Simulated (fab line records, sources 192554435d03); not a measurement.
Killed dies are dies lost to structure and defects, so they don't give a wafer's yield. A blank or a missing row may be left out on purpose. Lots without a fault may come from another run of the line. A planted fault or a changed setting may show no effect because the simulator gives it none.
Split-lot experiment | flow n5_finfet | 7 lots, 21 wafers read, on a route of 1938 steps

THE SPLIT
At N5_SDB_ALD_29 (deposits SiNx, target thk 30 nm, pulse time 1 s, ald cycles 600), the setting ald_cycles was moved away from the recipe's 600 on 3 of the 21 wafers read, by -12.8% to +11.2%. The other wafers ran this setting at the recipe's value.

The reading is taken at the split's own step.

THE READING
SiNx_of_SDB_ALD_29.thk_nm (the simulator's own value, which no gauge read), in nm, at N5_SDB_ALD_29 (deposits SiNx, target thk 30 nm, pulse time 1 s, ald cycles 600). The file gives no usual value for it. The 18 wafers here that ran the recipe average 30.0 nm, standard deviation 0.15 nm.

wafer  | tool, chamber at the split | ald_cycles as run | against the recipe | SiNx_of_SDB_ALD_29.thk_nm, nm | against lot-mates on the recipe
L075.2 | ald_sin-04, 1,3            | 600               | recipe             | 30                            | -
L075.4 | ald_sin-04, 1,3            | 600               | recipe             | 30                            | -
L075.3 | ald_sin-04, 2              | 600               | recipe             | 29.8                          | -
L080.1 | ald_sin-02, 3,2            | 600               | recipe             | 29.8                          | -
L080.6 | ald_sin-02, 3,2            | 600               | recipe             | 29.8                          | -
L080.2 | ald_sin-02, 2              | 600               | recipe             | 30                            | -
L084.1 | ald_sin-01, 1              | 600               | recipe             | 30                            | -
L084.2 | ald_sin-01, 0              | 667               | +11.2%             | 33.2                          | +3.2
L084.6 | ald_sin-01, 0              | 667               | +11.2%             | 33.2                          | +3.2
L085.1 | ald_sin-02, 2              | 600               | recipe             | 29.8                          | -
L085.3 | ald_sin-02, 1              | 600               | recipe             | 30                            | -
L085.4 | ald_sin-02, 3              | 523               | -12.8%             | 26.2                          | -3.7
L088.1 | ald_sin-02, 3              | 600               | recipe             | 30                            | -
L088.2 | ald_sin-02, 0,1            | 600               | recipe             | 30.2                          | -
L088.3 | ald_sin-02, 0,1            | 600               | recipe             | 30.2                          | -
L091.2 | ald_sin-01, 3,0            | 600               | recipe             | 30.2                          | -
L091.3 | ald_sin-01, 3,0            | 600               | recipe             | 30.2                          | -
L091.4 | ald_sin-01, 3              | 600               | recipe             | 30                            | -
L092.2 | ald_sin-02, 2              | 600               | recipe             | 29.8                          | -
L092.6 | ald_sin-02, 2              | 600               | recipe             | 29.8                          | -
L092.4 | ald_sin-02, 1              | 600               | recipe             | 30                            | -
Where a row lists several chambers, the file gives one row for several wafers and doesn't say which wafer went through which chamber.

THE FIT
A straight line over all 21 wafers: SiNx_of_SDB_ALD_29.thk_nm changes by +0.291 nm for each +1% of ald_cycles; r = +0.99; the points scatter about the line by 0.14 nm.
The same after taking each lot's own level away (the mean of its wafers on the recipe; 21 wafers): +0.287 nm for each +1%; r = +1.00; scatter 0.09 nm.
On that fit, the largest move of ald_cycles shifts the reading by 3.7 nm.
The lots' own levels span 29.87 to 30.13 nm, that is 1.8 times the standard deviation above.
So the lot-to-lot level changes the slope little: the two slopes agree.
Check: with one of the wafers moved furthest among these (-12.8%) left out of the fit, the line predicts -3.68 nm for it against its lot-mates. It came out at -3.7 nm against them.

OTHER SPLITS ON THESE WAFERS
These wafers also went through other splits before the reading. Each is held against what the fit with the lots' levels taken away leaves over:
other split on the same wafers | wafers away from the commonest value | r with SiNx_of_SDB_ALD_29.thk_nm (lot level and that fit taken away)
N5_DUMMY_GATE_COAT_28 spin_rpm | 5                                    | -0.28
N5_SD_EPI_N_PEB_07 peb_time_s  | 9                                    | -0.32
N5_SDB_CUT_ETCH_26 icp_w       | 6                                    | -0.17

THE FILE'S OWN FIT
SiNx_of_SDB_ALD_29.thk_nm changes by +0.288 nm for each +1% of ald_cycles, r = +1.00.
